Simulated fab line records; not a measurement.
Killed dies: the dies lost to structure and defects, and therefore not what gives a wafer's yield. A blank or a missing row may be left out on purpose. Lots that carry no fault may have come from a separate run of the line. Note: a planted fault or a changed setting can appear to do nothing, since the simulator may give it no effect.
Chamber matching	flow nandHarc	4 sister chambers for NHARC_A_STAIRCASE_CMP_152 on cmp-03
The step polishes. 4 wafers are shown with their chamber, then 9 later ones without.

WAFERS, EACH WITH ITS CHAMBER
wafer	chamber	motorCurrentA (A)
L087.1	2	14.6
L088.1	1	12.5
L088.3	3	13.0
L088.5	0	13.6

WAFERS WHOSE CHAMBER IS MISSING
wafer	motorCurrentA (A)
L091.1	12.7
L091.3	12.4
L091.4	13.9
L094.3	12.3
L094.4	13.1
L094.6	13.4
L096.2	14.0
L096.4	12.2
L096.5	11.8

CHAMBER TAKEN BY EACH
wafer	from the rows above	in truth
L091.1	can't be placed: 1 or 3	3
L091.3	can't be placed: 1 or 3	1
L091.4	can't be placed: 0 or 2 or 3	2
L094.3	can't be placed: 1 or 3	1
L094.4	can't be placed: 3 or 0 or 1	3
L094.6	can't be placed: 0 or 3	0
L096.2	can't be placed: 0 or 2 or 3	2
L096.4	can't be placed: 1 or 3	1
L096.5	can't be placed: 1 or 3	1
0 of 9 placed correctly. Cannot be placed on the basis of these rows: 9; the candidates contain the true chamber in 9. 0 placed wrongly.
How it was worked out, from the rows above alone: a wafer's distance from a chamber is the root of the sum, over the readings, of the square of ((its reading less the chamber's mean) divided by the reading's scatter). The wafer belongs to the nearest chamber; if the next one is less than 2 further off, it can't be placed. A chamber's mean is the mean of its shown wafers. The scatter: root of mean squared gap, hidden wafer to nearest shown wafer, with one shown wafer a chamber.
